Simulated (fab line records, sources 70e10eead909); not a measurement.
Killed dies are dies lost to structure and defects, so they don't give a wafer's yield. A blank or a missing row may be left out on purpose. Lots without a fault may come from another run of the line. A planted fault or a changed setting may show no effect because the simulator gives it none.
A struck lot beside a sound one | flow nand_harc | 15 steps out of a route of 1302
Sound: wafers L676.1, L676.5, L676.6. Struck: wafer L685.3. (L685.4, L685.5 of the same lot were not struck and are left out.) The cause comes at the end.
At each step with rows: each side's tool, then ch and its chambers, then its first start. Under that, the readings that differ: sound wafers | struck wafers | difference of the means | sigmas: that difference in standard deviations of wafers without a fault.
alike: readings whose means differ by less than 2 such deviations, and words and numbers that are the same on both sides. not compared: withheld readings, readings that some wafer has no value for, bounds like >300 that may hide the same value, and numbers for which the record gives no deviation and whose values overlap.
The two part at a step that has a row with sigmas, a row that says differs or no value, or rows on one side only. Numbers that don't overlap but have no deviation are shown without sigmas and don't part them. A reading that every wafer of one side lacks parts them only if that side has two wafers or more.

first, 1 step without rows for these wafers: NHARC_A_CHANNEL_HOLE_D1_ETCH_19 (etches the open film in C4F8/O2/Ar, time 34.5 s).
NHARC_A_CHANNEL_HOLE_D1_ETCH_20: etches the open film in C4F8/O2/Ar, time 361.9 s, target depth 1600 nm.
  sound on har_etch-01 ch 0,1, day 8 23:11; struck on har_etch-02 ch 1, day 12 12:55
  reading          | sound       | struck | difference | sigmas
  run_length_s (s) | 347 347 347 | 358    | +11        | +3
  alike: drypump_motor_current_A, he_backside_leak_sccm, mfc_ar_sccm, showerhead_plenum_p_Torr, throttle_valve_pct
  not compared: rf_hours_counter_h
NHARC_A_CHANNEL_HOLE_D1_ETCH_21: etches the open film in C4F8/O2/Ar, time 514.3 s, target depth 1600 nm.
  sound on har_etch-01 ch 0,1, day 8 23:31; struck on har_etch-02 ch 1, day 12 13:37
  reading          | sound             | struck | difference | sigmas
  run_length_s (s) | 499.3 499.3 499.3 | 504.1  | +4.8       | +2
  alike: drypump_motor_current_A, he_backside_leak_sccm, mfc_ar_sccm, showerhead_plenum_p_Torr, throttle_valve_pct
  not compared: rf_hours_counter_h
NHARC_A_CHANNEL_HOLE_D1_ETCH_22: etches the open film in C4F8/O2/Ar, time 666.7 s, target depth 1600 nm.
  sound on har_etch-01 ch 0,1, day 8 23:59; struck on har_etch-02 ch 1, day 12 14:34
  reading          | sound             | struck | difference | sigmas
  run_length_s (s) | 651.7 651.7 651.7 | 661.7  | +10.0      | +4
  alike: drypump_motor_current_A, he_backside_leak_sccm, mfc_ar_sccm, showerhead_plenum_p_Torr, throttle_valve_pct
  not compared: rf_hours_counter_h
then, 2 steps without rows for these wafers: NHARC_A_CHANNEL_HOLE_D1_ETCH_23 (etches the open film in C4F8/O2/Ar, time 819 s, target depth 1600 nm); NHARC_A_CHANNEL_HOLE_D1_ETCH_24 (etches the open film in C4F8/O2/Ar, time 906.2 s, target depth 1500 nm).
NHARC_A_CHANNEL_HOLE_D1_ETCH_25: etches the open film in C4F8/O2/Ar, time 1040.2 s, target depth 1500 nm.
  sound on har_etch-01 ch 0,1, day 9 02:05; struck on har_etch-02 ch 1, day 12 18:49
  reading            | sound             | struck | difference | sigmas
  mfc_ar_sccm (sccm) | 376.8 376.1 377.1 | 372.5  | -4.2       | -4
  run_length_s (s)   | 1025 1025 1025    | 1041   | +16        | +5
  alike: drypump_motor_current_A, he_backside_leak_sccm, showerhead_plenum_p_Torr, throttle_valve_pct
  not compared: rf_hours_counter_h
then, 5 steps without rows for these wafers: NHARC_A_CHANNEL_HOLE_D1_ETCH_26 (etches the open film in C4F8/O2/Ar, time 224.1 s, target depth 300 nm); NHARC_A_CHANNEL_HOLE_D1_ETCH_33 (etches the open film in C4F8/O2/Ar, time 90 s, target depth 400 nm); NHARC_A_CHANNEL_HOLE_D1_STRIP_41 (strips in N2/H2); NHARC_A_CHANNEL_HOLE_D1_STRIP_42 (strips in CF4/CHF3); NHARC_A_CHANNEL_HOLE_D1_STRIP_43 (strips in O2/COS).
NHARC_A_CHANNEL_HOLE_D1_ETCH_44: etches the open film in CF4/O2, target depth 140 nm, overetch 14 nm, time 77 s.
  sound on rie_diel-07 ch 1,2,3, day 9 03:46; struck on rie_diel-07 ch 0, day 12 21:19
  reading          | sound          | struck | difference | sigmas
  run_length_s (s) | 98.4 98.6 97.8 | 89.8   | -8.5       | -22
  alike: drypump_motor_current_A, oes_product_au, rf_vpp_V, showerhead_plenum_p_Torr, throttle_valve_pct
  not compared: bias_w, rf_hours_counter_h
NHARC_A_CHANNEL_HOLE_D1_STRIP_27: strips in O2.
  sound on rie_diel-07 ch 0,2,3; struck on rie_diel-07 ch 2
  alike: drypump_motor_current_A, oes_product_au, rf_vpp_V, showerhead_plenum_p_Torr, throttle_valve_pct
  not compared: rf_hours_counter_h
-- the record jumps here: 16 days lie between the struck wafers' starts before and after (it left off in module A_CHANNEL_HOLE_D1 and takes up again in module END, whose first step shown is number 1302 of the route) --
NHARC_END_SORT_01:
  sound on prober-02 ch 0, day 25 17:38; struck on prober-02 ch 0, day 28 16:57
  reading         | sound    | struck | difference | sigmas
  killed_at_array | 24 31 25 | 569    | +542       | +26
  killed_dies     | 31 36 29 | 578    | +546       | +26
  alike: killed_at_other, killed_at_periphery, killed_open, killed_short

WHERE THEY PART
First at NHARC_A_CHANNEL_HOLE_D1_ETCH_20; last, within this record, at NHARC_END_SORT_01.

WHY: what the simulator had put in
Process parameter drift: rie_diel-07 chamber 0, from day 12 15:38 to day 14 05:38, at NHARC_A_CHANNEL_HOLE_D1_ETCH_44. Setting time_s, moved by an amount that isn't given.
